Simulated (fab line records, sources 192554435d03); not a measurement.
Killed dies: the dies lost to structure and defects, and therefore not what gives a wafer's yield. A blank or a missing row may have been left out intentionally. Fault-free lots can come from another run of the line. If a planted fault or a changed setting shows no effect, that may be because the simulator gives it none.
fab line records -- flow n5Finfet
record: lots: 7, wafers: 19, lastDay: 16
route steps=1938 shown STI_FIN_REVEAL@184 DUMMY_GATE@212 BEOL_M4@1111 PASSIVATION@1936
lots that met no fault: from a run of the same line without faults
startH: the number of hours between the record's first day and the start of the first shown wafer of the lot -- waitH: hours since the lot's step before -- " identical to the entry in the row above -- L1.1+2: several wafers, shown together as one row -- - no value, or no start was given -- * or withheld: withheld -- < > ~ a bound
route shown NAME@n: names a module that has steps shown in the file, with the first one's number in the route -- usual: mean and standard deviation over wafers with no fault -- same: alike in all rows -- chamber/n: place in a boat -- sites: the reading at each site -- _std_site: the standard deviation of these -- _edge_site: inner sites' mean taken away from outer sites' mean -- radiusMm: how far each site lies from the wafer's centre -- mask NAME#n: copy n -- behind: the tool/chamber that last shaped the wafer -- hold: why the lot went on hold/how many hours it stayed there/how the hold came to an end -- device: transistor that didn't switch, given as n, p or np -- end of line: tests of these same wafers at the route's end -- a step with no rows: only its recipe -- killed: dies lost to structure and defects at the first sort, not the wafer's yield -- map: a wafer's dies, marking killed ones x, the rest . and places with no die _
set.NAME: the setting the step ran with; set.NAME@STEP: the setting that earlier step ran with -- model.NAME: the simulator's own value behind a step, which no gauge read
lots at some steps of the route; a table a step, a row a wafer
services: when a tool's chamber went out of use (startH, in hours from the record's first day, below 0 if earlier), for how many hours, and the reason
== steps ==
step: N5_STI_FIN_REVEAL_ALD_14
recipe: material: Si3N4, targetThkA: 30, tempC: 400, aldPrecursorFamily: SiH2I2, aldCoReactant: N2/H2-plasma, pressureTorr: 2
usual: heaterPowerW: 807/98
lot.wafer,tool,chamber,startH,waitH,heaterPowerW
L236.2,aldSin-03,1,64.97,0.0,1049
L236.3,aldSin-03,0,64.97,0.0,787
L236.6,aldSin-03,1,64.97,0.0,1024
L240.4,aldSin-02,3,89.97,0.0,787
L240.5,aldSin-02,2,89.97,0.0,818
L240.6,aldSin-02,3,89.97,0.0,754
L241.4,aldSin-04,0,97.28,0.0,720
L241.5,aldSin-04,2,97.28,0.0,661
L241.6,aldSin-04,1,97.28,0.0,824
L245.1,aldSin-03,1,119.58,0.0,996
L245.3,aldSin-03,3,119.58,0.0,890
L245.4,aldSin-03,2,119.58,0.0,674
L246.2,aldSin-03,3,124.48,0.0,874
L246.5,aldSin-03,1,124.48,0.0,1013
L248.3,aldSin-04,1,137.01,0.0,826
L248.5,aldSin-04,2,137.01,0.0,640
L248.6,aldSin-04,1,137.01,0.0,832
L249.3,aldSin-02,2,142.49,0.0,831
L249.4,aldSin-02,0,142.49,0.0,923
step: N5_STI_FIN_REVEAL_FCVD_FILL_01
recipe: material: SiO2_flowable, targetThkA: 3120, tempC: 100, pressureTorr: 0.8, rfW: 2000, timeS: 512.2
step: N5_STI_FIN_REVEAL_DENSIFY_02
recipe: tempC: 650, ambient: steam, timeS: 1800, idleTempC: 400, densificationPH2oTorr: 640
step: N5_STI_FIN_REVEAL_CMP_04
recipe: stopOn: Si3N4, tOverpolishS: 4, downForcePsi: 2, platenRpm: 54.18, postCmpClean: alkalineBrush, padVelocityMS: 1.078, targetThkNm: 131.83
step: N5_STI_FIN_REVEAL_THK_MEAS_05
usual: thkNm: 132.5/1.2
lot.wafer,tool,chamber,startH,waitH,thkNm
L236.2,filmMetro-01,-,70.30,-,133.2
L236.3,filmMetro-01,-,70.30,-,132.4
L236.6,filmMetro-01,-,70.30,-,134.2
L240.4,filmMetro-01,-,95.32,-,131.5
L240.5,filmMetro-01,-,95.32,-,132.4
L240.6,filmMetro-01,-,95.32,-,131.7
L241.4,filmMetro-01,-,102.63,-,133.4
L241.5,filmMetro-01,-,102.63,-,132.4
L241.6,filmMetro-01,-,102.63,-,133.9
L245.1,filmMetro-01,-,124.91,-,131.2
L245.3,filmMetro-01,-,124.91,-,132.1
L245.4,filmMetro-01,-,124.91,-,131.1
L246.2,filmMetro-02,-,129.84,-,136.3
L246.5,filmMetro-02,-,129.84,-,133.0
L248.3,filmMetro-02,-,142.36,-,130.9
L248.5,filmMetro-02,-,142.36,-,131.4
L248.6,filmMetro-02,-,142.36,-,131.7
L249.3,filmMetro-01,-,147.83,-,130.2
L249.4,filmMetro-01,-,147.83,-,130.4
step: N5_STI_FIN_REVEAL_DENSIFY_30
recipe: tempC: *, timeS: *, ambient: N2, idleTempC: 600, rampUpCPerS: 150, rampDownCPerS: 60, coolToC: 600
usual: lampPowerPct: 11.53/0.047, lamp_zone_4_pct: 11.527/0.017, wafer_temp_C_max: *
lot.wafer,tool,chamber,startH,waitH,lampPowerPct,lamp_zone_4_pct,wafer_temp_C_max
L236.2,rtpAnneal-02,0,70.39,0.1,11.54,11.507,*
L236.3,rtpAnneal-02,0,70.39,0.1,11.54,11.517,*
L236.6,rtpAnneal-02,0,70.39,0.1,11.52,11.537,*
L240.4,rtpAnneal-01,0,95.43,0.1,11.48,11.497,*
L240.5,rtpAnneal-01,0,95.43,0.1,11.64,11.531,*
L240.6,rtpAnneal-01,0,95.43,0.1,11.51,11.547,*
L241.4,rtpAnneal-02,0,102.79,0.2,11.53,11.522,*
L241.5,rtpAnneal-02,0,102.79,0.2,11.55,11.547,*
L241.6,rtpAnneal-02,0,102.79,0.2,11.56,11.572,*
L245.1,rtpAnneal-02,0,124.94,0.0,11.53,11.535,*
L245.3,rtpAnneal-02,0,124.94,0.0,11.59,11.530,*
L245.4,rtpAnneal-02,0,124.94,0.0,11.56,11.509,*
L246.2,rtpAnneal-02,0,129.90,0.1,11.59,11.506,*
L246.5,rtpAnneal-02,0,129.90,0.1,11.51,11.521,*
L248.3,rtpAnneal-02,0,142.55,0.2,11.55,11.544,*
L248.5,rtpAnneal-02,0,142.55,0.2,11.55,11.529,*
L248.6,rtpAnneal-02,0,142.55,0.2,11.45,11.532,*
L249.3,rtpAnneal-02,0,147.91,0.1,11.53,11.516,*
L249.4,rtpAnneal-02,0,147.91,0.1,11.63,11.500,*
step: N5_STI_FIN_REVEAL_ETCHBACK_08
recipe: chemistry: C4F6/O2, target: SiO2, targetDepthA: 305, timeS: 10.167, ionEnergyEv: 250, pressureMtorr: 30, sourceW: 345, biasW: 185, Ar_flow_sccm: 300, C4F6_flow_sccm: 10, O2_flow_sccm: 10
step: N5_STI_FIN_REVEAL_STRIP_24
recipe: chemistry: N2/H2, timeS: 90, powerW: 100, tempC: 40, pressureMtorr: 100, rfFrequencyHz: 6e+07, biasPowerW: 3, n2FlowSccm: 300, h2FlowSccm: 300
usual: drypumpMotorCurrentA: 5.7/0.39, oesProductAu: 0.77/0.082, rfVppV: 45.4/0.77, showerheadPlenumPTorr: 3.35/0.085, throttleValvePct: 12.24/0.27
lot.wafer,tool,chamber,startH,waitH,drypumpMotorCurrentA,oesProductAu,rfHoursCounterH,rfVppV,showerheadPlenumPTorr,throttleValvePct
L236.2,rieDiel-05,2,70.83,0.0,5.7,0.78,151,45.8,3.50,11.93
L236.3,rieDiel-05,0,70.83,0.0,5.7,0.73,156,46.9,3.37,12.18
L236.6,rieDiel-05,3,70.83,0.0,5.2,0.69,-,46.4,3.33,12.64
L240.4,rieDiel-05,3,95.60,0.0,5.2,0.68,238,44.2,3.32,12.66
L240.5,rieDiel-05,3,95.60,0.0,5.2,0.68,-,45.3,3.32,12.66
L240.6,rieDiel-05,0,95.60,0.0,5.7,0.72,-,45.6,3.36,12.21
L241.4,rieDiel-05,2,102.99,0.0,5.7,0.77,162,45.7,3.49,11.96
L241.5,rieDiel-05,2,102.99,0.0,5.6,0.77,-,45.6,3.49,11.95
L241.6,rieDiel-05,1,102.99,0.0,5.2,0.75,-,44.8,3.37,12.31
L245.1,rieDiel-03,2,125.18,0.0,6.2,0.74,147,44.9,3.26,12.33
L245.3,rieDiel-03,0,125.18,0.0,6.1,0.84,81,45.7,3.27,12.02
L245.4,rieDiel-03,2,125.18,0.0,6.2,0.75,-,45.3,3.26,12.34
L246.2,rieDiel-03,3,130.12,0.0,5.6,0.94,20,45.0,3.31,11.95
L246.5,rieDiel-03,3,130.12,0.0,5.6,0.94,-,45.7,3.31,11.98
L248.3,rieDiel-05,2,142.80,0.0,5.7,0.76,177,46.8,3.49,11.98
L248.5,rieDiel-05,0,142.80,0.0,5.7,0.72,-,44.4,3.35,12.25
L248.6,rieDiel-05,1,142.80,0.0,5.2,0.73,-,46.3,3.36,12.34
L249.3,rieDiel-03,2,148.10,0.0,6.2,0.75,158,45.5,3.26,12.36
L249.4,rieDiel-03,0,148.10,0.0,6.1,0.83,-,44.9,3.26,12.02
step: N5_STI_FIN_REVEAL_PRECLEAN_25
recipe: chemistry: SPM, timeS: 90, tempC: 120, mix: 4:1
step: N5_STI_FIN_REVEAL_PRECLEAN_26
recipe: chemistry: SC1, timeS: 45, tempC: 46, mix: 1:2:100
step: N5_STI_FIN_REVEAL_PRECLEAN_29
recipe: chemistry: DHF, timeS: 30, tempC: 25, dilution: 300:1
step: N5_STI_FIN_REVEAL_SRD_12
recipe: timeS: 30, tempC: 23, rinseLiquid: diw, dry: ipaMarangoni
step: N5_STI_FIN_REVEAL_RECESS_09
recipe: chemistry: HF/NH3, target: SiO2, afsCycles: 11, targetDepthA: 425, tempC: 30, sublimationTempC: 180, sublimationTimeS: 60
usual: drypumpMotorCurrentA: 5.6/0.41
lot.wafer,tool,chamber,startH,waitH,drypumpMotorCurrentA
L236.2,vaporEtch-01,1,71.04,0.0,6.3
L236.3,vaporEtch-01,0,71.04,0.0,5.8
L236.6,vaporEtch-01,0,71.04,0.0,5.8
L240.4,vaporEtch-01,1,96.35,0.6,6.3
L240.5,vaporEtch-01,0,96.35,0.6,5.8
L240.6,vaporEtch-01,1,96.35,0.6,6.3
L241.4,vaporEtch-02,0,103.73,0.6,5.2
L241.5,vaporEtch-02,0,103.73,0.6,5.2
L241.6,vaporEtch-02,1,103.73,0.6,5.3
L245.1,vaporEtch-02,0,125.40,0.0,5.2
L245.3,vaporEtch-02,1,125.40,0.0,5.3
L245.4,vaporEtch-02,0,125.40,0.0,5.2
L246.2,vaporEtch-02,1,130.33,0.0,5.3
L246.5,vaporEtch-02,1,131.39,1.1,5.4
L248.3,vaporEtch-01,0,144.43,1.4,5.8
L248.5,vaporEtch-01,0,145.85,2.9,5.9
L248.6,vaporEtch-01,0,145.85,2.9,5.8
L249.3,vaporEtch-02,1,148.85,0.6,5.4
L249.4,vaporEtch-02,0,148.85,0.6,5.2
step: N5_STI_FIN_REVEAL_STRIP_16
recipe: chemistry: H3PO4, material: SiNx, tempC: 165, targetDepthA: 238, overetchFraction: 0.4964, dry: ipaMarangoni
step: N5_STI_FIN_REVEAL_PRECLEAN_17
recipe: chemistry: NF3:NH3, afsCycles: 1, tempC: 30, timeS: 20, sublimationTempC: 180, sublimationTimeS: 60, pressureTorr: 3, rfPowerW: 30
step: N5_STI_FIN_REVEAL_ETCH_34
recipe: chemistry: H2, mode: isotropic, material: Si, target: Si, targetDepthA: 9.7, tempC: 20, pressureMtorr: 4.5, icpW: 300, biasW: 0, h2FlowSccm: 7.5, heFlowSccm: 142.5
step: N5_STI_FIN_REVEAL_OXIDATION_31
recipe: chemistry: O2_PLASMA_REMOTE, tempC: 150, timeS: 20, pressureMtorr: 1000, sourcePowerW: 2000, o2FlowSccm: 3000
usual: drypumpMotorCurrentA: 5.40/0.16, heaterPowerW: 147/16
lot.wafer,tool,chamber,startH,waitH,drypumpMotorCurrentA,heaterPowerW,rfHoursCounterH
L236.2,plasmaAsher-02,1,73.20,0.0,5.33,128,86
L236.3,plasmaAsher-02,0,73.20,0.0,5.53,160,-
L236.6,plasmaAsher-02,0,73.20,0.0,5.53,164,-
L240.4,plasmaAsher-01,0,97.99,0.1,5.17,136,-
L240.5,plasmaAsher-01,1,97.99,0.1,5.59,158,-
L240.6,plasmaAsher-01,0,97.99,0.1,5.16,142,-
L241.4,plasmaAsher-02,1,105.37,0.1,5.29,131,-
L241.5,plasmaAsher-02,0,105.37,0.1,5.54,160,-
L241.6,plasmaAsher-02,1,105.37,0.1,5.31,126,-
L245.1,plasmaAsher-02,1,127.55,0.0,5.29,127,96
L245.3,plasmaAsher-02,1,127.55,0.0,5.30,122,-
L245.4,plasmaAsher-02,0,127.55,0.0,5.53,161,-
L246.2,plasmaAsher-02,1,132.48,0.0,5.31,125,97
L246.5,plasmaAsher-02,1,132.48,0.0,5.28,128,-
L248.3,plasmaAsher-01,1,147.85,0.1,5.59,161,-
L248.5,plasmaAsher-01,1,147.85,0.1,5.60,165,-
L248.6,plasmaAsher-01,0,147.85,0.1,5.18,136,-
L249.3,plasmaAsher-01,1,150.49,0.1,5.59,163,-
L249.4,plasmaAsher-01,0,150.49,0.1,5.16,144,-
step: N5_STI_FIN_REVEAL_PRECLEAN_32
recipe: chemistry: NF3:NH3, afsCycles: 1, tempC: 30, timeS: 20, sublimationTempC: 180, sublimationTimeS: 60, pressureTorr: 3, rfPowerW: 30
step: N5_STI_FIN_REVEAL_STRIP_35
recipe: chemistry: H3PO4, material: Si3N4, tempC: 165, targetDepthA: 40, timeS: 39
step: N5_STI_FIN_REVEAL_SRD_21
recipe: dry: ipaMarangoni, timeS: 30, tempC: 23, rinseLiquid: diw
step: N5_STI_FIN_REVEAL_OXIDATION_33
recipe: chemistry: O2_PLASMA_REMOTE, tempC: 150, timeS: 20, pressureMtorr: 1000, sourcePowerW: 2000, o2FlowSccm: 3000
step: N5_STI_FIN_REVEAL_CLEAN_19
recipe: chemistry: O3/DIW, tempC: 25, timeS: 120, o3Ppm: 10
step: N5_STI_FIN_REVEAL_SRD_23
recipe: dry: ipaMarangoni, timeS: 30, tempC: 23, rinseLiquid: diw
step: N5_STI_FIN_REVEAL_CD_MEAS_22
recipe: targetCdNm: 6.238, pitchNm: 28, polarity: line
usual: cdNm: 6.18/0.25
lot.wafer,tool,chamber,startH,waitH,cdNm
L236.2,cdSem-01,-,73.72,0.0,6.31
L236.3,cdSem-01,-,73.72,0.0,6.34
L236.6,cdSem-01,-,73.72,0.0,6.32
L240.4,cdSem-03,-,98.49,0.0,6.13
L240.5,cdSem-03,-,98.49,0.0,6.36
L240.6,cdSem-03,-,98.49,0.0,6.20
L241.4,cdSem-01,-,105.87,0.0,6.44
L241.5,cdSem-01,-,105.87,0.0,6.44
L241.6,cdSem-01,-,105.87,0.0,6.13
L245.1,cdSem-01,-,128.07,0.0,6.10
L245.3,cdSem-01,-,128.07,0.0,6.33
L245.4,cdSem-01,-,128.07,0.0,6.37
L246.2,cdSem-01,-,133.00,0.0,6.31
L246.5,cdSem-01,-,133.00,0.0,6.02
L248.3,cdSem-01,-,148.35,0.0,5.89
L248.5,cdSem-01,-,148.35,0.0,6.08
L248.6,cdSem-01,-,148.35,0.0,6.26
L249.3,cdSem-01,-,150.99,0.0,5.75
L249.4,cdSem-01,-,150.99,0.0,6.42
step: N5_STI_FIN_REVEAL_FIN_H_MEAS_10
usual: trenchDepthNm: 52.1/0.79
lot.wafer,tool,chamber,startH,waitH,trenchDepthNm
L236.2,ocd-02,-,73.75,0.0,52.2
L236.3,ocd-02,-,73.75,0.0,52.4
L236.6,ocd-02,-,73.75,0.0,53.2
L240.4,ocd-01,-,98.52,0.0,52.0
L240.5,ocd-01,-,98.52,0.0,51.9
L240.6,ocd-01,-,98.52,0.0,51.6
L241.4,ocd-01,-,105.90,0.0,51.9
L241.5,ocd-01,-,105.90,0.0,53.5
L241.6,ocd-01,-,105.90,0.0,52.3
L245.1,ocd-01,-,128.10,0.0,50.5
L245.3,ocd-01,-,128.10,0.0,55.1
L245.4,ocd-01,-,128.10,0.0,50.6
L246.2,ocd-02,-,133.03,0.0,52.8
L246.5,ocd-02,-,133.03,0.0,57.2
L248.3,ocd-01,-,148.38,0.0,52.7
L248.5,ocd-01,-,148.38,0.0,52.6
L248.6,ocd-01,-,148.38,0.0,51.7
L249.3,ocd-02,-,151.02,0.0,57.2
L249.4,ocd-02,-,151.02,0.0,52.7
step: N5_STI_FIN_REVEAL_PRECLEAN_18
recipe: chemistry: SC2, timeS: 45, tempC: 35, mix: 1:1:50
step: N5_STI_FIN_REVEAL_SRD_28
recipe: dry: ipaMarangoni, timeS: 30, tempC: 23, rinseLiquid: diw
step: N5_STI_FIN_REVEAL_INSPECT_13
recipe: inspectInstrument: darkfield, mode: postClean
usual: rawDefectCount: 13/5.3
lot.wafer,tool,chamber,startH,waitH,rawDefectCount
L236.2,defectInspect-01,-,73.84,0.0,12
L236.3,defectInspect-01,-,73.84,0.0,5
L236.6,defectInspect-01,-,73.84,0.0,9
L240.4,defectInspect-02,-,98.61,0.0,13
L240.5,defectInspect-02,-,98.61,0.0,6
L240.6,defectInspect-02,-,98.61,0.0,14
L241.4,defectInspect-01,-,105.99,0.0,10
L241.5,defectInspect-01,-,105.99,0.0,20
L241.6,defectInspect-01,-,105.99,0.0,15
L245.1,defectInspect-01,-,128.19,0.0,13
L245.3,defectInspect-01,-,128.19,0.0,11
L245.4,defectInspect-01,-,128.19,0.0,8
L246.2,defectInspect-02,-,133.12,0.0,12
L246.5,defectInspect-02,-,133.12,0.0,16
L248.3,defectInspect-02,-,148.46,0.0,6
L248.5,defectInspect-02,-,148.46,0.0,12
L248.6,defectInspect-02,-,148.46,0.0,10
L249.3,defectInspect-02,-,151.11,0.0,13
L249.4,defectInspect-02,-,151.11,0.0,6
step: N5_DUMMY_GATE_PRECLEAN_00
recipe: chemistry: O3/DIW, timeS: 60, tempC: 22, o3Ppm: 10
step: N5_DUMMY_GATE_SRD_01
recipe: timeS: 30, tempC: 23, rinseLiquid: diw, dry: ipaMarangoni
step: N5_DUMMY_GATE_ALD_02
recipe: material: SiO2, targetThkA: 20, tempC: 300, aldPrecursorFamily: BDEAS, aldCoReactant: O2-plasma, pulseTimeS: 1, pressureTorr: 2
usual: heaterPowerW: 467/41, precursorPulseHeightRel: 1.000/0.019
same: pulseTimeS: 1
lot.wafer,tool,chamber,startH,waitH,heaterPowerW,precursorPulseHeightRel
L236.2,aldSin-02,0,74.24,0.3,519,1.045
L236.3,aldSin-02,1,74.24,0.3,456,1.013
L236.6,aldSin-02,2,74.24,0.3,458,1.010
L240.4,aldSin-01,3,99.58,0.9,515,0.984
L240.5,aldSin-01,0,99.58,0.9,451,0.952
L240.6,aldSin-01,1,99.58,0.9,431,1.000
L241.4,aldSin-02,2,106.12,0.0,462,0.994
L241.5,aldSin-02,0,106.12,0.0,529,0.996
L241.6,aldSin-02,3,106.12,0.0,438,0.995
L245.1,aldSin-02,0,128.29,0.0,526,0.990
L245.3,aldSin-02,3,128.29,0.0,435,0.989
L245.4,aldSin-02,1,128.29,0.0,454,1.007
L246.2,aldSin-03,2,133.22,0.0,395,0.991
L246.5,aldSin-03,1,133.22,0.0,559,0.968
L248.3,aldSin-01,0,148.86,0.3,460,1.001
L248.5,aldSin-01,2,148.86,0.3,482,1.002
L248.6,aldSin-01,1,148.86,0.3,444,1.019
L249.3,aldSin-01,3,151.22,0.0,491,1.003
L249.4,aldSin-01,0,151.22,0.0,456,0.969
step: N5_DUMMY_GATE_CVD_03
recipe: material: a-Si, targetThkA: 1500, tempC: 530, precursor: SiH4, timeS: 8042
step: N5_DUMMY_GATE_PRECLEAN_46
recipe: chemistry: DIW, timeS: 89.5, tempC: 23
step: N5_DUMMY_GATE_SRD_47
recipe: dryTimeS: 32, dry: n2Spin, spinRpm: 1500
step: N5_DUMMY_GATE_CMP_04
recipe: material: a-Si, postCmpClean: alkalineBrush
step: N5_DUMMY_GATE_THK_MEAS_05
usual: thkNm: 72.0/1.2
lot.wafer,tool,chamber,startH,waitH,thkNm
L236.2,filmMetro-02,-,78.32,0.1,71.9
L236.3,filmMetro-02,-,78.32,0.1,71.8
L236.6,filmMetro-02,-,78.32,0.1,71.9
L240.4,filmMetro-01,-,105.49,0.1,70.5
L240.5,filmMetro-01,-,105.49,0.1,71.3
L240.6,filmMetro-01,-,105.49,0.1,71.3
L241.4,filmMetro-02,-,110.24,0.2,71.6
L241.5,filmMetro-02,-,110.24,0.2,70.2
L241.6,filmMetro-02,-,110.24,0.2,71.9
L245.1,filmMetro-01,-,132.38,0.2,72.4
L245.3,filmMetro-01,-,132.38,0.2,70.8
L245.4,filmMetro-01,-,132.38,0.2,72.9
L246.2,filmMetro-01,-,137.31,0.1,72.5
L246.5,filmMetro-01,-,137.31,0.1,71.2
L248.3,filmMetro-02,-,152.97,0.2,71.1
L248.5,filmMetro-02,-,152.97,0.2,71.0
L248.6,filmMetro-02,-,152.97,0.2,71.3
L249.3,filmMetro-01,-,155.49,0.1,70.5
L249.4,filmMetro-01,-,155.49,0.1,72.8
step: N5_DUMMY_GATE_HM_DEP_06
recipe: material: SiNx, targetThkA: 800, precursor: DCS/NH3, tempC: 700, pressureMtorr: 300, timeS: 5141
step: N5_DUMMY_GATE_PECVD_30
recipe: material: SiO2, targetThkA: 550, tempC: 400, precursor: TEOS/O2, pressureTorr: 6.5, rfW: withheld, teosFlowSccm: withheld, gas: O2, flowSccm: 2650, timeS: 10.8
step: N5_DUMMY_GATE_COAT_34
recipe: resist: SOC, tempC: 250, timeS: 60, spinRpm: 1500, resistThkNm: 60
step: N5_DUMMY_GATE_COAT_35
recipe: resist: SiARC, tempC: 220, timeS: 60, spinRpm: 1500, resistThkNm: 10
step: N5_DUMMY_GATE_COAT_28
recipe: resist: underlayer, tempC: 205, timeS: 60, spinRpm: 1500, resistThkNm: 10
step: N5_DUMMY_GATE_COAT_09
recipe: resist: CAR-EUV, spinRpm: 1500, resistThkNm: 30
step: N5_BEOL_M4_RC_MEAS_101
usual: DIBL_N: 35.8/1.8, DIBL_P: 35.6/2, IOFF_N: 0.148/0.028, IOFF_P: 0.20/0.034, ION_N: 672/12, ION_P: 462/8.5, SS_N: 71.2/0.65, SS_P: 73.1/0.67, VT_N: 251/3.3, VT_P: -251/3.8
lot.wafer,tool,chamber,startH,waitH,DIBL_N[mV/V],DIBL_P[mV/V],IOFF_N[nA/um],IOFF_P[nA/um],ION_N[uA/um],ION_P[uA/um],SS_N[mV/dec],SS_P[mV/dec],VT_N[mV],VT_P[mV]
L236.2,prober-02,0,203.90,0.2,34.6,33.3,0.128,0.19,672,465,70.6,71.7,251,-252
L236.3,prober-02,0,203.90,0.2,33.7,33.0,0.118,0.17,659,458,70.4,72.7,253,-253
L236.6,prober-02,0,203.90,0.2,33.9,33.1,0.118,0.17,670,466,70.5,72.6,252,-251
L240.4,prober-01,0,221.97,0.5,35.9,36.5,0.144,0.20,674,469,71.4,73.4,252,-253
L240.5,prober-01,0,221.97,0.5,35.4,35.2,0.135,0.18,678,466,69.6,72.9,253,-253
L240.6,prober-01,0,221.97,0.5,35.8,34.9,0.143,0.18,665,454,70.8,73.1,253,-253
L241.4,prober-01,0,232.01,0.5,34.7,35.5,0.142,0.19,678,463,71.1,72.4,249,-250
L241.5,prober-01,0,232.01,0.5,32.9,33.3,0.118,0.16,671,463,70.8,72.7,250,-251
L241.6,prober-01,0,232.01,0.5,35.9,36.8,0.151,0.20,670,461,70.8,72.7,249,-252
L245.1,prober-02,0,261.98,0.0,34.0,33.5,0.135,0.20,668,464,71.5,72.7,252,-248
L245.3,prober-02,0,261.98,0.0,34.9,35.2,0.168,0.23,717,489,70.9,73.9,247,-247
L245.4,prober-02,0,261.98,0.0,33.3,33.4,0.128,0.21,660,468,70.8,72.4,250,-249
L246.2,prober-01,0,262.67,0.2,38.2,38.2,0.196,0.23,683,467,71.8,73.7,247,-250
L246.5,prober-01,0,262.67,0.2,34.0,34.2,0.125,0.16,708,487,71.3,73.5,253,-257
L248.3,prober-01,0,267.62,0.3,37.0,37.7,0.157,0.21,676,463,71.7,73.4,250,-252
L248.5,prober-01,0,267.62,0.3,37.7,38.0,0.160,0.20,668,460,71.7,74.1,251,-251
L248.6,prober-01,0,267.62,0.3,36.9,36.7,0.158,0.19,673,455,72.4,73.3,250,-253
L249.3,prober-02,0,274.07,0.3,32.9,32.5,0.108,0.14,685,474,70.0,71.3,255,-256
L249.4,prober-02,0,274.07,0.3,38.4,39.4,0.190,0.24,689,467,71.5,73.6,249,-251
step: N5_PASSIVATION_PROBE_49
usual: defectLimitedYield: 91.3/1.5, killed_at_M0_to_M3: 34/11, killed_at_M4_up: 14/6.1, killedAtContacts: 12/5.9, killedAtFrontEnd: 39/11, killedAtOther: 4/3.3, killedDies: 102/18, killedOpen: 67/13, killedShort: 33/7.9, sort_bin_5_function: 5.1/1, sort_bin_6_memory: 3.3/0.7, sortNPass: 1077/19, sortYieldPct: 91.3/1.6
same: grossDies: 1180, killedAtBackSide: 0, sort_bin_4_leakage[%]: 0, sort_bin_8_speed[%]: 0
lot.wafer,tool,chamber,startH,waitH,defectLimitedYield[%],killed_at_M0_to_M3,killed_at_M4_up,killedAtContacts,killedAtFrontEnd,killedAtOther,killedDies,killedOpen,killedShort,sort_bin_5_function[%],sort_bin_6_memory[%],sortNPass,sortYieldPct[%]
L245.3,prober-01,-,360.61,0.1,91.9,18,6,20,48,3,95,59,36,4.7,3.0,1085,91.9
killed by level:class
L245.3 MOL_CONTACT_COAG:geometricParticle:open=16 FIN_SAQP:geometricParticle:short=8 STI_FIN_REVEAL:geometricParticle:open=8 DUMMY_GATE:geometricParticle:open=7 STARTING-WAFER:geometricParticle:short=7 BEOL_M0_SAQP:geometricParticle:open=5 MOL_CONTACT_COAG:geometricParticle:short=4 GATE_CUT:geometricParticle:short=4
== services ==
tool,chamber,startH,hours,kind
rieDiel-05,1,45.20,32.4,repair
aldSin-01,1,47.00,7.8,repair
rieDiel-05,0,48.06,9.0,repair
rieDiel-03,3,60.97,-,clean
rieDiel-03,3,60.97,-,consumableReplace:focusRing
rieDiel-03,3,60.97,14.1,scheduledDown
rieDiel-03,3,60.97,14.1,ventCycle
rtpAnneal-02,-,61.30,4.6,pm
aldSin-03,-,85.25,14.0,pm
aldSin-03,0,85.25,14.0,ventCycle
aldSin-03,1,85.25,14.0,ventCycle
aldSin-03,2,85.25,14.0,ventCycle
aldSin-03,3,85.25,14.0,ventCycle
plasmaAsher-02,-,85.76,3.6,repair
aldSin-03,0,99.25,-,clean
aldSin-03,1,99.25,-,clean
aldSin-03,2,99.25,-,clean
aldSin-03,3,99.25,-,clean
rtpAnneal-02,-,106.03,1.2,pm
rieDiel-05,3,128.67,-,clean
rieDiel-05,3,128.67,-,consumableReplace:focusRing
rieDiel-05,3,128.67,11.6,scheduledDown
rieDiel-05,3,128.67,11.6,ventCycle
vaporEtch-01,1,137.75,11.0,repair
== key ==
firstSign: step: N5_STI_FIN_REVEAL_FIN_H_MEAS_10, reading: trenchDepthNm, direction: up, sigmas: 5.6, usual: 52.1, struck: 56.5
effect: step: N5_BEOL_M4_RC_MEAS_101, reading: ION_N, direction: up, sigmas: 2.5, usual: 672, struck: 703
effect: step: N5_BEOL_M4_RC_MEAS_101, reading: ION_P, direction: up, sigmas: 2.5, usual: 462, struck: 483
metAt N5_STI_FIN_REVEAL_RECESS_09
struckWafers L245.3,L246.5,L249.3
onsetBetween 103.73 125.40
fault: kind: processParameterDrift, tool: vaporEtch-02, chamber: -, onsetH: 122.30, steps: N5_STI_FIN_REVEAL_RECESS_09, channel: targetDepthA, offset: 44.327, shape: step, endH: 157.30, scope: struckWafersOnly, actsIn: theseRecipesOnly, stated: 425
